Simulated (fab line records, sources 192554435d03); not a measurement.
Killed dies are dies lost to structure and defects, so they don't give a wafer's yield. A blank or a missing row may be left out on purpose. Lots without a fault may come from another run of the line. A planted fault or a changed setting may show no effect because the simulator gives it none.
Chamber matching | flow n5_finfet | N5_BEOL_M6_ILD_DEP_00 on pecvd-03: 3 sister chambers
The step deposits SiCOH lowk from DEMS/porogen, target thk 179.75 nm, time 33.4 s. 6 wafers are shown with their chamber, then 8 later ones without.

WAFERS WITH THEIR CHAMBER
wafer  | chamber | throttle_valve_pct (%) | showerhead_plenum_p_Torr (Torr)
L078.3 | 1       | 14.2                   | 5.765
L078.6 | 0       | 14.0                   | 5.757
L082.1 | 2       | 13.5                   | 5.734
L082.4 | 1       | 14.1                   | 5.772
L082.6 | 0       | 14.0                   | 5.764
L091.4 | 2       | 13.5                   | 5.734

WAFERS WITHOUT THEIR CHAMBER
wafer  | throttle_valve_pct (%) | showerhead_plenum_p_Torr (Torr)
L091.5 | 13.5                   | 5.756
L091.6 | 14.2                   | 5.764
L095.1 | 13.6                   | 5.768
L095.3 | 14.1                   | 5.765
L095.4 | 13.5                   | 5.740
L096.2 | 13.6                   | 5.732
L096.3 | 13.8                   | 5.757
L096.6 | 14.0                   | 5.776

WHICH CHAMBER EACH WENT THROUGH
wafer  | from the rows above     | in truth
L091.5 | 2                       | 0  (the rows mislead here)
L091.6 | 1                       | 1
L095.1 | can't be placed: 2 or 0 | 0
L095.3 | can't be placed: 1 or 0 | 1
L095.4 | 2                       | 2
L096.2 | 2                       | 2
L096.3 | 0                       | 0
L096.6 | can't be placed: 0 or 1 | 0
Placed correctly: 4 of 8. Can't be placed from these rows: 3 (the true chamber is among the candidates in 3). Placed wrongly: 1.
How it was worked out, from the rows above alone: a wafer's distance from a chamber is the root of the sum, over the readings, of the square of ((its reading less the chamber's mean) divided by the reading's scatter). The wafer belongs to the nearest chamber; if the next one is less than 2 further off, it can't be placed. A chamber's mean is the mean of its shown wafers. The scatter: the root of (the sum of the squares of (reading less its chamber's mean) over the shown wafers, divided by (wafers less chambers)).
